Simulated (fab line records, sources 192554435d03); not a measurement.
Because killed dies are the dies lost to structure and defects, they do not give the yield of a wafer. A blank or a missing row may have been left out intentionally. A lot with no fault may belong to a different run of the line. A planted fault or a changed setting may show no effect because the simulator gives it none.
fab line records    flow n5_finfet
[record] lots = 5  wafers = 15  last_day = 16
route steps=1938 shown BEOL_M7@1296 PASSIVATION@1936
lots that met no fault: from a run of the same line without faults
start_h: the number of hours between the record's first day and the start of the first shown wafer of the lot    wait_h: hours elapsed since this lot's preceding step    " unchanged from the row above    L1.1+2: one row covering several wafers at once    - no value, or no start was given    * or withheld: withheld    < > ~ a bound
route shown NAME@n: names a module that has steps shown in the file, with the first one's number in the route    usual: mean/standard deviation of fault-free wafers    same: alike in all rows    chamber/n: place in a boat    sites: per-site readings    _std_site: standard deviation of those values    _edge_site: inner sites' mean taken away from outer sites' mean    radius_mm: how far each site lies from the wafer's centre    mask NAME#n: copy n    behind: the most recent tool/chamber to have shaped the wafer    hold: why the lot was held/for how many hours/how that ended    device: whichever transistor did not switch (one of n, p or np)    end of line: the route-end tests of the same wafers    a step given without rows: its recipe and nothing more    killed: at the first sort, the dies lost to defects and structure; wafer yield is something else    map: per-die view of a wafer (x killed, . not killed, _ where there is no die)
set.NAME: setting as actually run; set.NAME@STEP: the setting as run at that earlier step    model.NAME: the simulator's own value behind a step, which no gauge read
a table for each step, a row for each wafer; lots at some steps of the route
services: a tool's chamber out of use, with start hour (start_h, from the record's first day; less than 0 if before it), hours out, and reason
[[steps]]
[step N5_BEOL_M7_CD_MEAS_28]
[recipe] target_cd_nm = 40  landing_energy_ev = 500  detector = se_inlens
[usual] cd_nm = 39.99/0.21
lot.wafer  tool       chamber  start_h  wait_h  cd_nm
L945.1     cd_sem-02  0        178.95   -       39.86
L945.2     "          0        "        "       39.75
L945.3     "          0        "        "       40.06
L948.1     cd_sem-03  0        203.74   -       39.66
L948.3     "          0        "        "       40.11
L948.6     "          0        "        "       39.59
L950.1     cd_sem-02  0        219.22   -       40.21
L950.4     "          0        "        "       39.46
L950.6     "          0        "        "       40.00
L955.3     cd_sem-01  0        246.86   -       40.36
L955.5     "          0        "        "       40.32
L955.6     "          0        "        "       40.17
L963.2     cd_sem-03  0        299.68   -       39.73
L963.4     "          0        "        "       39.98
L963.5     "          0        "        "       39.91
[step N5_BEOL_M7_OVL_MEAS_29]
[recipe] points_per_wafer = 522
[usual] V6_OVL = -0.4/0.67
lot.wafer  tool        chamber  start_h  wait_h  V6_OVL[nm]
L945.1     overlay-02  0        178.98   0.0     -1.1
L945.2     "           0        "        "       -0.7
L945.3     "           0        "        "       -1.8
L948.1     overlay-02  0        203.77   0.0     1.0
L948.3     "           0        "        "       0.5
L948.6     "           0        "        "       0.9
L950.1     overlay-02  0        219.25   0.0     -1.1
L950.4     "           0        "        "       0.4
L950.6     "           0        "        "       -0.8
L955.3     overlay-01  0        246.90   0.0     -0.8
L955.5     "           0        "        "       -0.9
L955.6     "           0        "        "       -0.7
L963.2     overlay-01  0        299.72   0.0     0.5
L963.4     "           0        "        "       -0.1
L963.5     "           0        "        "       -1.0
[step N5_BEOL_M7_INSPECT_30]
[recipe] mode = adi  inspect_instrument = brightfield
[usual] raw_defect_count = 412/89
lot.wafer  tool               chamber  start_h  wait_h  raw_defect_count
L945.1     defect_inspect-01  -        179.04   0.1     246
L945.2     "                  -        "        "       437
L945.3     "                  -        "        "       477
L948.1     defect_inspect-01  -        203.83   0.1     383
L948.3     "                  -        "        "       391
L948.6     "                  -        "        "       302
L950.1     defect_inspect-02  -        219.31   0.1     296
L950.4     "                  -        "        "       481
L950.6     "                  -        "        "       322
L955.3     defect_inspect-01  -        246.96   0.1     308
L955.5     "                  -        "        "       482
L955.6     "                  -        "        "       516
L963.2     defect_inspect-02  -        299.77   0.0     398
L963.4     "                  -        "        "       426
L963.5     "                  -        "        "       394
[step N5_BEOL_M7_DESCUM_33]
[recipe] chemistry = O2  time_s = 7  source_power_w = 50  bias_power_w = 20  pressure_mtorr = 20  rf_frequency_hz = 2.712e+07  temp_c = 40  resist = CAR-EUV  o2_flow_sccm = 225
[step N5_BEOL_M7_ETCH_72]
[recipe] chemistry = N2/H2  target = underlayer  target_depth_a = 65  mask_material = CAR-EUV  time_s = 5.2  ion_energy_ev = 200  pressure_mtorr = 30  source_w = 840  bias_w = 150  n2_flow_sccm = 200  h2_flow_sccm = 200  ends = cleared
[step N5_BEOL_M7_ETCH_65]
[recipe] chemistry = CF4  target = SiARC  target_depth_a = 156  mask_material = CAR-EUV  time_s = 26  ion_energy_ev = 80  pressure_mtorr = 40  source_w = 545  bias_w = 36  Ar_flow_sccm = 100  cf4_flow_sccm = 100  ends = cleared
[usual] drypump_motor_current_A = 5.5/0.46  etch_rf_on_time_s = 25.9/0.71  oes_product_au = 0.70/0.097  rf_fwd_power_W = 531.8/1.9  rf_vpp_V = 183.7/1.2  showerhead_plenum_p_Torr = 2.12/0.077  throttle_valve_pct = 15.4/0.33
lot.wafer  tool         chamber  start_h  wait_h  drypump_motor_current_A  etch_rf_on_time_s  oes_product_au  rf_fwd_power_W  rf_hours_counter_h  rf_vpp_V  showerhead_plenum_p_Torr  throttle_valve_pct
L945.1     rie_diel-04  2        179.36   0.0     6.3                      25.0               0.62            535.2           218                 183.7     2.12                      15.9
L945.2     "            0        "        "       5.1                      25.8               0.61            532.7           209                 182.5     2.03                      15.5
L945.3     "            3        "        "       6.1                      25.9               0.67            533.9           126                 182.9     2.07                      15.6
L948.1     rie_diel-04  3        203.91   0.0     6.1                      25.6               0.66            531.1           134                 182.0     2.06                      15.7
L948.3     "            0        "        "       5.1                      25.7               0.60            533.0           217                 183.1     2.03                      15.6
L948.6     "            0        "        "       5.1                      25.6               0.60            531.5           -                   182.8     2.03                      15.6
L950.1     rie_diel-04  2        219.40   0.0     6.3                      25.2               0.60            531.6           230                 183.8     2.11                      15.9
L950.4     "            1        "        "       5.0                      26.4               0.61            532.6           178                 182.6     2.05                      15.6
L950.6     "            1        "        "       5.0                      26.2               0.60            530.9           -                   182.4     2.05                      15.6
L955.3     rie_diel-05  3        247.04   0.0     5.0                      25.3               0.81            530.0           15                  182.5     2.09                      14.9
L955.5     "            0        "        "       5.5                      25.9               0.72            532.2           -                   186.3     2.17                      15.1
L955.6     "            1        "        "       5.8                      26.7               0.83            532.3           -                   185.6     2.27                      15.1
L963.2     rie_diel-04  3        299.99   0.0     6.1                      26.1               0.63            529.9           164                 183.0     2.05                      15.7
L963.4     "            0        "        "       5.1                      25.8               0.58            532.8           -                   181.9     2.02                      15.6
L963.5     "            1        "        "       5.0                      27.0               0.59            531.5           -                   182.6     2.04                      15.7
[step N5_BEOL_M7_ETCH_66]
[recipe] chemistry = N2/H2  target = SOC  target_depth_a = 800  overetch_a = 160  mask_material = SiARC  temp_c = 40  time_s = 120  ion_energy_ev = 200  pressure_mtorr = 30  source_w = 840  bias_w = 150  n2_flow_sccm = 200  h2_flow_sccm = 200
[usual] drypump_motor_current_A = 5.5/0.46  h2_flow_sccm = 199.9/0.64  oes_product_au = 0.62/0.085  rf_fwd_power_W = 836/3.3  rf_vpp_V = 523.1/2.8  showerhead_plenum_p_Torr = 2.51/0.1  throttle_valve_pct = 17.6/0.37
lot.wafer  tool         chamber  start_h  wait_h  drypump_motor_current_A  h2_flow_sccm  oes_product_au  rf_fwd_power_W  rf_hours_counter_h  rf_vpp_V  showerhead_plenum_p_Torr  throttle_valve_pct
L945.1     rie_diel-04  2        179.38   0.0     6.3                      200.6         0.54            834             218                 523.6     2.52                      18.2
L945.2     "            0        "        "       5.1                      201.5         0.54            837             209                 521.3     2.41                      17.7
L945.3     "            3        "        "       6.1                      199.9         0.59            838             126                 522.1     2.45                      17.8
L948.1     rie_diel-04  3        203.94   0.0     6.1                      200.7         0.58            836             134                 520.5     2.44                      17.8
L948.3     "            0        "        "       5.1                      198.4         0.54            835             217                 520.0     2.41                      17.7
L948.6     "            0        "        "       5.1                      198.8         0.54            839             -                   521.1     2.41                      17.7
L950.1     rie_diel-04  2        219.42   0.0     6.3                      199.9         0.53            835             230                 522.4     2.51                      18.2
L950.4     "            1        "        "       5.0                      199.8         0.55            836             178                 521.5     2.42                      17.8
L950.6     "            1        "        "       5.0                      199.6         0.55            833             -                   519.9     2.42                      17.8
L955.3     rie_diel-05  3        247.07   0.0     5.0                      199.4         0.71            838             15                  522.2     2.49                      17.1
L955.5     "            0        "        "       5.5                      200.7         0.65            832             -                   524.7     2.56                      17.2
L955.6     "            1        "        "       5.8                      199.5         0.75            837             -                   530.0     2.73                      17.6
L963.2     rie_diel-04  3        300.02   0.0     6.1                      199.7         0.57            835             164                 520.1     2.43                      17.8
L963.4     "            0        "        "       5.1                      200.6         0.52            840             -                   520.5     2.40                      17.8
L963.5     "            1        "        "       5.0                      200.4         0.53            835             -                   519.8     2.41                      17.9
[step N5_BEOL_M7_STRIP_69]
[recipe] chemistry = N2/H2  temp_c = 40  n2_flow_sccm = 200  h2_flow_sccm = 200  rf_frequency_hz = 6e+07
[step N5_BEOL_M7_STRIP_73]
[recipe] chemistry = N2/H2  temp_c = 40  n2_flow_sccm = 200  h2_flow_sccm = 200  rf_frequency_hz = 6e+07
[step N5_BEOL_M7_VIA_ETCH_34]
[recipe] chemistry = C4F6/O2  target = SiCOH_lowk  target_depth_a = 1255  mask_material = SOC  taper_deg = 4  time_s = 50.5  ion_energy_ev = 250  pressure_mtorr = 30  source_w = 345  bias_w = 185  Ar_flow_sccm = 300  C4F6_flow_sccm = 10  O2_flow_sccm = 10
[step N5_BEOL_M7_STRIP_76]
[recipe] chemistry = C4F6/O2  resist = SiARC  rf_frequency_hz = 6e+07
[step N5_BEOL_M7_STRIP_36]
[recipe] chemistry = N2/H2  power_w = 450  temp_c = 40  pressure_mtorr = 20  rf_frequency_hz = 6e+07  overash_fraction = 0.3  bias_power_w = 7  h2_frac = 0.5  n2_flow_sccm = 200  h2_flow_sccm = 200
[step N5_BEOL_M7_TRENCH_ETCH_37]
[recipe] chemistry = C4F6/O2  target_depth_a = 934.78  target = SiCOH_lowk  time_s = 31.2  ion_energy_ev = 250  pressure_mtorr = 30  source_w = 345  bias_w = 185  Ar_flow_sccm = 300  C4F6_flow_sccm = 10  O2_flow_sccm = 10
[usual] drypump_motor_current_A = 5.5/0.45  oes_product_au = 0.81/0.11  rf_fwd_power_W = 340.0/2  rf_vpp_V = 656/13  showerhead_plenum_p_Torr = 2.81/0.11  throttle_valve_pct = 20.65/0.28
lot.wafer  tool         chamber  start_h  wait_h  drypump_motor_current_A  oes_product_au  rf_fwd_power_W  rf_hours_counter_h  rf_vpp_V  showerhead_plenum_p_Torr  throttle_valve_pct  model.etch.depth_nm  model.BEOL_M7.feature_depth_nm
L945.1     rie_diel-04  2        179.58   -       6.3                      0.70            340.7           218                 643       2.80                      21.09               94.11                94.2
L945.2     "            0        "        "       5.1                      0.71            341.9           209                 677       2.70                      20.77               95.6                 95.6
L945.3     "            3        "        "       6.1                      0.78            339.8           126                 646       2.73                      20.81               94.81                94.8
L948.1     rie_diel-04  3        204.13   -       6.1                      0.77            338.5           134                 644       2.73                      20.82               93.86                93.8
L948.3     "            0        "        "       5.1                      0.71            340.7           217                 675       2.69                      20.77               94.32                94.4
L948.6     "            0        "        "       5.1                      0.70            342.2           -                   677       2.70                      20.77               93.95                94
L950.1     rie_diel-04  2        219.62   -       6.3                      0.69            342.5           230                 641       2.79                      21.09               93.55                93.6
L950.4     "            1        "        "       5.0                      0.70            337.9           178                 641       2.73                      20.95               91.18                91.2
L950.6     "            1        "        "       5.0                      0.71            337.9           -                   642       2.73                      20.94               91.64                91.6
L955.3     rie_diel-05  3        247.26   -       5.0                      0.94            342.5           15                  646       2.79                      20.23               95.16                95.2
L955.5     "            0        "        "       5.5                      0.86            336.4           -                   665       2.88                      20.41               93.66                93.6
L955.6     "            1        "        "       5.8                      0.97            341.2           -                   671       3.04                      20.56               91.42                91.4
L963.2     rie_diel-04  3        300.21   -       6.1                      0.74            340.9           165                 643       2.71                      20.87               93.39                93.4
L963.4     "            0        "        "       5.1                      0.72            423.1           -                   607       2.68                      20.82               102.6                102.6
L963.5     "            1        "        "       5.0                      0.69            338.8           -                   642       2.72                      20.98               90.07                90
[step N5_BEOL_M7_ETCH_41]
[recipe] chemistry = CH3F/O2  target = SiCN  target_depth_a = 319  taper_deg = 2  time_s = 57.8  ion_energy_ev = 120  mask_material = TiN  pressure_mtorr = 30  source_w = 395  bias_w = 75  Ar_flow_sccm = 150  CH3F_flow_sccm = 30  O2_flow_sccm = 20
[step N5_BEOL_M7_STRIP_80]
[recipe] chemistry = N2/H2  time_s = 10  power_w = 450  temp_c = 40  pressure_mtorr = 20  rf_frequency_hz = 6e+07  bias_power_w = 7  n2_flow_sccm = 200  h2_flow_sccm = 200
[step N5_BEOL_M7_OCD_MEAS_38]
[usual] trench_depth_nm = 93.2/1.8
lot.wafer  tool    chamber  start_h  wait_h  trench_depth_nm
L945.1     ocd-01  -        179.73   -       94.0
L945.2     "       -        "        "       95.9
L945.3     "       -        "        "       94.7
L948.1     ocd-02  -        204.29   -       93.9
L948.3     "       -        "        "       94.4
L948.6     "       -        "        "       93.7
L950.1     ocd-01  -        219.77   -       93.9
L950.4     "       -        "        "       90.9
L950.6     "       -        "        "       91.9
L955.3     ocd-01  -        247.42   -       95.3
L955.5     "       -        "        "       94.0
L955.6     "       -        "        "       91.6
L963.2     ocd-01  -        300.37   -       93.7
L963.4     "       -        "        "       102.5
L963.5     "       -        "        "       90.2
[step N5_BEOL_M7_HM_STRIP_39]
[recipe] chemistry = peroxide_tin_strip  material = TiN  target_depth_a = 250  temp_c = 50  time_s = 158
[step N5_BEOL_M7_SRD_40]
[recipe] time_s = 30  temp_c = 23  rinse_liquid = diw  dry = ipa_marangoni
[step N5_BEOL_M7_PRECLEAN_42]
[recipe] chemistry = residue_remover  time_s = 60  temp_c = 40
[step N5_BEOL_M7_SRD_43]
[recipe] time_s = 30  temp_c = 23  rinse_liquid = diw  dry = ipa_marangoni
[step N5_BEOL_M7_CD_MEAS_35]
[recipe] target_cd_nm = 40  polarity = opening
[usual] cd_nm = 40.1/0.62
lot.wafer  tool       chamber  start_h  wait_h  cd_nm
L945.1     cd_sem-02  -        179.89   0.0     40.1
L945.2     "          -        "        "       41.1
L945.3     "          -        "        "       41.2
L948.1     cd_sem-03  -        204.44   0.0     39.6
L948.3     "          -        "        "       40.4
L948.6     "          -        "        "       40.2
L950.1     cd_sem-02  -        219.93   0.0     38.9
L950.4     "          -        "        "       39.7
L950.6     "          -        "        "       39.7
L955.3     cd_sem-02  -        247.58   0.0     40.0
L955.5     "          -        "        "       39.8
L955.6     "          -        "        "       39.4
L963.2     cd_sem-03  -        300.52   0.0     39.2
L963.4     "          -        "        "       39.7
L963.5     "          -        "        "       39.5
[step N5_BEOL_M7_CURE_75]
[recipe] temp_c = 370  time_s = 120  ambient = DMADMS/He  material = SiCOH_lowk
[usual] lamp_power_pct = 52.33/0.052  wafer_temp_C_max = 371.6/0.59
lot.wafer  tool        chamber  start_h  wait_h  lamp_power_pct  wafer_temp_C_max
L945.1     uv_cure-02  1        179.93   0.0     52.32           371.1
L945.2     "           1        "        "       52.45           371.1
L945.3     "           1        "        "       52.25           371.1
L948.1     uv_cure-02  2        204.49   0.0     52.35           371.6
L948.3     "           2        "        "       52.37           371.0
L948.6     "           2        "        "       52.32           371.9
L950.1     uv_cure-01  1        219.97   0.0     52.37           371.1
L950.4     "           1        "        "       52.31           370.7
L950.6     "           1        "        "       52.31           371.4
L955.3     uv_cure-01  2        247.72   0.1     52.31           372.2
L955.5     "           2        "        "       52.32           372.4
L955.6     "           2        "        "       52.34           372.0
L963.2     uv_cure-03  2        300.94   0.4     52.40           372.9
L963.4     "           2        "        "       52.41           371.7
L963.5     "           2        "        "       52.30           371.9
[step N5_BEOL_M7_DEGAS_44]
[recipe] ambient = vacuum  temp_c = 250  time_s = 60
[step N5_BEOL_M7_PRE_CLEAN_45]
[recipe] gas = H2/He  time_s = 30  temp_c = 250
[usual] heater_power_w = 322/33  susceptor_temp_C = 249.97/0.16
lot.wafer  tool            chamber  start_h  wait_h  heater_power_w  susceptor_temp_C
L945.1     pvd_sputter-03  -        180.32   0.0     260             249.80
L945.2     "               -        "        "       322             249.78
L945.3     "               -        "        "       346             249.86
L948.1     pvd_sputter-01  -        204.87   0.0     352             250.29
L948.3     "               -        "        "       343             250.06
L948.6     "               -        "        "       368             249.89
L950.1     pvd_sputter-02  -        220.39   0.0     339             250.02
L950.4     "               -        "        "       321             249.85
L950.6     "               -        "        "       325             250.00
L955.3     pvd_sputter-03  -        248.06   0.0     321             250.15
L955.5     "               -        "        "       262             250.11
L955.6     "               -        "        "       334             250.12
L963.2     pvd_sputter-01  -        301.53   0.0     363             250.14
L963.4     "               -        "        "       334             250.04
L963.5     "               -        "        "       359             250.16
[step N5_BEOL_M7_ALD_77]
[recipe] material = TaN  target_thk_a = 20  temp_c = 275  ald_precursor_family = PDMAT  ald_co_reactant = NH3  pressure_torr = 3  carrier_flow_sccm = 1500  pulse_time_s = 2  purge_time_s = 3  co_reactant_purge_time_s = 2  co_reactant_pulse_time_s = 3  ald_cycles = 40  precursor_vessel_temp_c = 75  precursor_vessel_pressure_torr = 26.25  precursor_vessel_carrier_sccm = 1000
[step N5_BEOL_M7_SURFACE_TREAT_79]
[recipe] gas = Ar  time_s = *  ion_energy_ev = *  ion_current_ma_cm2 = 0.5  pressure_mtorr = *  ar_flow_sccm = 30
[usual] throttle_valve_pct = *
lot.wafer  tool            chamber  start_h  wait_h  throttle_valve_pct
L945.1     pvd_sputter-03  -        180.87   0.2     *
L945.2     "               -        "        "       *
L945.3     "               -        "        "       *
L948.1     pvd_sputter-02  -        205.53   0.4     *
L948.3     "               -        "        "       *
L948.6     "               -        "        "       *
L950.1     pvd_sputter-02  -        220.79   0.2     *
L950.4     "               -        "        "       *
L950.6     "               -        "        "       *
L955.3     pvd_sputter-02  -        248.43   0.2     *
L955.5     "               -        "        "       *
L955.6     "               -        "        "       *
L963.2     pvd_sputter-03  -        302.08   0.4     *
L963.4     "               -        "        "       *
L963.5     "               -        "        "       *
[step N5_BEOL_M7_CVD_78]
[recipe] material = Co  target_thk_a = 20  temp_c = withheld  precursor = CCTBA/H2  pressure_torr = 30  time_s = 142.3
[step N5_BEOL_M7_SPUTTER_48]
[recipe] material = Cu  target_thk_a = 100  temp_c = -20  bias_v = 60  power_w = 26000  chamber_pressure_pa = 0.13  time_s = 1.667
[step N5_BEOL_M7_ECD_50]
[recipe] material = Cu  target_thk_a = 3000
[step N5_BEOL_M7_ANNEAL_51]
[recipe] temp_c = 225  time_s = 90  ambient = N2
[step N5_BEOL_M7_CMP_52]
[recipe] stop_on = SiCOH_lowk  t_overpolish_s = 6.9  down_force_psi = 1  platen_rpm = 50  clearing_platen_down_force_psi = 1.5  clearing_platen_rpm = 50  post_cmp_clean = cu_alkaline  target_thk_nm = 80  clearing_platen_pad_velocity_m_s = 0.99484  pad_velocity_m_s = 0.99484
[usual] barrier_field_endpoint_s = 28.9/0.74  motor_current_A = 6.0/0.79  overpolish_run_s = 6.899/0.0087  slurry_filter_dp_kPa = 13.50/0.13  time_to_endpoint_s = 62/3.5
lot.wafer  tool    chamber  start_h  wait_h  barrier_field_endpoint_s  motor_current_A  overpolish_run_s  slurry_filter_dp_kPa  time_to_endpoint_s  model.Cu_of_BEOL_M7_ECD_50.thk_nm
L945.1     cmp-04  1        181.57   0.3     29.9                      6.3              6.895             13.53                 63                  80.6
L945.2     "       3        "        "       29.3                      5.2              6.902             13.55                 63                  83
L945.3     "       0        "        "       28.6                      5.9              6.892             13.35                 59                  82.8
L948.1     cmp-04  0        206.43   0.3     28.4                      5.6              6.892             13.84                 61                  79
L948.3     "       3        "        "       28.4                      5.1              6.903             13.37                 64                  80.6
L948.6     "       0        "        "       28.6                      5.7              6.916             13.43                 61                  79.2
L950.4     cmp-04  0        222.00   0.1     28.9                      5.9              6.909             13.55                 57                  77.6
L950.1     "       2        "        "       29.1                      6.1              6.914             13.64                 62                  80.6
L950.6     "       0        "        "       29.4                      5.5              6.894             13.83                 58                  77.8
L955.3     cmp-01  1        249.27   0.3     27.6                      5.8              6.895             13.58                 60                  80.2
L955.5     "       2        "        "       28.7                      8.7              6.903             13.52                 59                  79.2
L955.6     "       3        "        "       28.2                      5.3              6.885             13.43                 60                  77.2
L963.2     cmp-01  3        303.84   0.2     28.3                      5.2              6.904             13.42                 59                  79.8
L963.4     "       2        "        "       27.7                      8.1              6.921             13.57                 56                  89
L963.5     "       3        "        "       28.3                      5.3              6.902             13.56                 60                  77.4
[step N5_BEOL_M7_THK_MEAS_53]
[recipe] thk_meas_gauge = xrf  reads = Cu_of_BEOL_M7_ECD_50
[usual] M7_THK = 77.4/2.1
lot.wafer  tool           chamber  start_h  wait_h  M7_THK[nm]
L945.1     film_metro-01  -        181.86   -       77.9
L945.2     "              -        "        "       80.3
L945.3     "              -        "        "       80.3
L948.1     film_metro-01  -        206.73   -       77.2
L948.3     "              -        "        "       78.2
L948.6     "              -        "        "       77.0
L950.1     film_metro-02  -        222.29   -       78.0
L950.4     "              -        "        "       75.6
L950.6     "              -        "        "       75.4
L955.3     film_metro-01  -        249.45   -       78.9
L955.5     "              -        "        "       77.7
L955.6     "              -        "        "       75.9
L963.2     film_metro-01  -        304.14   -       77.4
L963.4     "              -        "        "       86.3
L963.5     "              -        "        "       75.1
[step N5_BEOL_M7_PRE_CLEAN_55]
[recipe] gas = NH3  time_s = 15  temp_c = withheld  rf_power_w = 300
[step N5_BEOL_M7_DEP_56]
[recipe] material = SiCN  target_thk_a = 100  temp_c = withheld  precursor = 3MS/NH3  pressure_torr = 3  rf_w = 202  time_s = 17.5
[step N5_BEOL_M7_RS_MEAS_57]
[recipe] thk_meas_gauge = four-point-probe  reads = Cu_of_BEOL_M7_ECD_50+Co_of_BEOL_M7_CVD_78+TaN_of_BEOL_M7_ALD_77
[usual] M7_RS = 0.288/0.0094
lot.wafer  tool           chamber  start_h  wait_h  M7_RS[ohm/sq]
L945.1     film_metro-01  -        181.99   0.1     0.284
L945.2     "              -        "        "       0.274
L945.3     "              -        "        "       0.275
L948.1     film_metro-02  -        206.86   0.1     0.289
L948.3     "              -        "        "       0.284
L948.6     "              -        "        "       0.289
L950.1     film_metro-01  -        222.46   0.1     0.282
L950.4     "              -        "        "       0.296
L950.6     "              -        "        "       0.295
L955.3     film_metro-02  -        249.58   0.1     0.285
L955.5     "              -        "        "       0.289
L955.6     "              -        "        "       0.298
L963.2     film_metro-01  -        304.27   0.1     0.287
L963.4     "              -        "        "       0.253
L963.5     "              -        "        "       0.297
[step N5_BEOL_M7_INSPECT_58]
[recipe] inspect_instrument = darkfield  mode = post_dep
[usual] raw_defect_count = 76/24
lot.wafer  tool               chamber  start_h  wait_h  raw_defect_count
L945.1     defect_inspect-01  -        182.02   0.0     64
L945.2     "                  -        "        "       43
L945.3     "                  -        "        "       101
L948.1     defect_inspect-01  -        206.89   0.0     94
L948.3     "                  -        "        "       68
L948.6     "                  -        "        "       51
L950.1     defect_inspect-02  -        222.48   0.0     55
L950.4     "                  -        "        "       66
L950.6     "                  -        "        "       68
L955.3     defect_inspect-01  -        249.61   0.0     109
L955.5     "                  -        "        "       48
L955.6     "                  -        "        "       61
L963.2     defect_inspect-01  -        304.30   0.0     55
L963.4     "                  -        "        "       163
L963.5     "                  -        "        "       75
[step N5_PASSIVATION_PROBE_49]
[usual] defect_limited_yield = 91.5/1.6  killed_at_M0_to_M3 = 33/10  killed_at_M4_up = 13/5.6  killed_at_contacts = 13/6  killed_at_front_end = 39/12  killed_at_other = 3.0/2.8  killed_dies = 101/19  killed_open = 65/13  killed_short = 32/8.3  sort_bin_5_function = 5.0/1  sort_bin_6_memory = 3.1/0.69  sort_n_pass = 1079/19  sort_yield_pct = 91.5/1.6
[same] gross_dies = 1180  killed_at_back_side = 0  sort_bin_4_leakage[%] = 0  sort_bin_8_speed[%] = 0
lot.wafer  tool       chamber  start_h  wait_h  defect_limited_yield[%]  killed_at_M0_to_M3  killed_at_M4_up  killed_at_contacts  killed_at_front_end  killed_at_other  killed_dies  killed_open  killed_short  sort_bin_5_function[%]  sort_bin_6_memory[%]  sort_n_pass  sort_yield_pct[%]
L945.1     prober-02  -        248.81   0.0     89.4                     38                  22               24                  39                   2                125          86           36            6.2                     4.0                   1055         89.4
L945.2     prober-02  -        248.86   0.1     93.1                     33                  10               11                  21                   7                82           53           22            3.6                     2.5                   1098         93.1
L945.3     prober-02  -        248.91   0.1     90.2                     32                  16               13                  51                   4                116          72           31            4.7                     4.3                   1064         90.2
L950.1     prober-01  -        308.30   0.0     92.6                     38                  12               12                  22                   3                87           59           26            3.8                     3.3                   1093         92.6
L950.4     prober-01  -        308.45   0.2     86.4                     47                  21               23                  68                   1                160          110          43            8.3                     4.8                   1020         86.4
L950.6     prober-01  -        308.55   0.3     91.4                     35                  22               11                  30                   4                102          72           28            5.3                     3.2                   1078         91.4
// killed by level:class
L945.1 MOL_CONTACT_COAG:geometric_particle:open=19 BEOL_M4:geometric_particle:open=12 BEOL_M3:geometric_particle:open=12 GATE_CUT:geometric_particle:short=11 BEOL_M2:geometric_particle:open=8 FIN_SAQP:geometric_particle:short=7 BEOL_M1:geometric_particle:open=7 DUMMY_GATE:geometric_particle:open=6
L945.2 MOL_CONTACT_COAG:geometric_particle:open=10 BEOL_M2:geometric_particle:open=10 BEOL_M1:geometric_particle:open=6 BEOL_M3:geometric_particle:open=5 FIN_SAQP:geometric_particle:open=4 FIN_SAQP:geometric_particle:short=4 BEOL_M0_SAQP:geometric_particle:short=4 BEOL_M0_SAQP:geometric_particle:open=4
L945.3 FIN_SAQP:geometric_particle:open=11 BEOL_M3:geometric_particle:open=11 MOL_CONTACT_COAG:geometric_particle:open=9 GATE_CUT:geometric_particle:short=8 BEOL_M4:geometric_particle:open=8 BEOL_M0_SAQP:geometric_particle:short=6 STARTING-WAFER:geometric_particle:open=6 FIN_SAQP:geometric_particle:short=5
L950.1 BEOL_M2:geometric_particle:open=12 BEOL_M1:geometric_particle:open=8 MOL_CONTACT_COAG:geometric_particle:open=8 BEOL_M3:geometric_particle:open=6 FIN_SAQP:geometric_particle:open=5 BEOL_M3:geometric_particle:short=5 ILD0:geometric_particle:open=4 MOL_CONTACT_COAG:geometric_particle:short=4
L950.4 FIN_SAQP:geometric_particle:open=19 MOL_CONTACT_COAG:geometric_particle:open=13 BEOL_M4:geometric_particle:open=10 STI_FIN_REVEAL:geometric_particle:open=9 MOL_CONTACT_COAG:geometric_particle:short=9 BEOL_M0_SAQP:geometric_particle:open=9 DUMMY_GATE:geometric_particle:open=8 BEOL_M0_SAQP:geometric_particle:short=8
L950.6 MOL_CONTACT_COAG:geometric_particle:open=11 FIN_SAQP:geometric_particle:open=10 BEOL_M2:geometric_particle:open=8 BEOL_M4:geometric_particle:open=7 FIN_SAQP:geometric_particle:short=6 BEOL_M1:geometric_particle:open=6 BEOL_M0_SAQP:geometric_particle:open=6 BEOL_M3:geometric_particle:open=5
[[services]]
tool         chamber  start_h  hours  kind
cmp-01       -        160.58   1.5    repair
uv_cure-01   -        162.00   5.0    pm
cmp-04       -        164.11   1.0    repair
uv_cure-01   -        171.95   1.5    repair
cmp-01       -        179.65   4.0    pm
rie_diel-05  3        180.01   -      clean
rie_diel-05  3        180.01   -      consumable_replace:focus_ring
rie_diel-05  3        180.01   23.3   scheduled_down
rie_diel-05  3        180.01   23.3   vent_cycle
cmp-04       -        182.35   0.4    repair
rie_diel-04  1        183.48   4.8    repair
cmp-04       -        189.92   0.3    repair
cmp-01       -        202.18   2.4    repair
cmp-04       -        203.12   2.8    repair
rie_diel-05  1        212.43   -      clean
rie_diel-05  1        212.43   -      consumable_replace:focus_ring
rie_diel-05  1        212.43   -      consumable_replace:showerhead
rie_diel-05  1        212.43   30.8   scheduled_down
rie_diel-05  1        212.43   30.8   vent_cycle
cmp-01       -        230.19   4.0    pm
cmp-04       -        245.69   4.0    pm
rie_diel-04  2        287.02   -      clean
rie_diel-04  2        287.02   -      consumable_replace:focus_ring
cmp-04       -        299.37   0.3    repair
[[key]]
[first_sign] step = N5_BEOL_M7_TRENCH_ETCH_37  reading = rf_fwd_power_W  direction = up  sigmas = 41  usual = *  struck = *
[effect] step = N5_BEOL_M7_TRENCH_ETCH_37  reading = rf_vpp_V  direction = down  sigmas = 3.6  usual = 656  struck = 607
[effect] step = N5_BEOL_M7_OCD_MEAS_38  reading = trench_depth_nm  direction = up  sigmas = 5.1  usual = 93.2  struck = 102.5
[effect] step = N5_BEOL_M7_THK_MEAS_53  reading = M7_THK  direction = up  sigmas = 4.3  usual = 77.4  struck = 86.3
[effect] step = N5_BEOL_M7_RS_MEAS_57  reading = M7_RS  direction = down  sigmas = 3.8  usual = 0.288  struck = 0.253
[model_effect] step = N5_BEOL_M7_TRENCH_ETCH_37  value = etch.depth_nm  without = 94.43  struck = 102.6
[model_effect] step = N5_BEOL_M7_CMP_52  value = Cu_of_BEOL_M7_ECD_50.thk_nm  without = 80.8  struck = 89
met_at N5_BEOL_M7_TRENCH_ETCH_37
struck_wafers L963.4
onset_between 204.13 300.21
[fault] kind = process_parameter_drift  tool = rie_diel-04  chamber = 0  onset_h = 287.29  steps = N5_BEOL_M7_TRENCH_ETCH_37  channel = source_w  offset = 82.8  shape = step  end_h = 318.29  acts_in = these_recipes_only  stated = 345
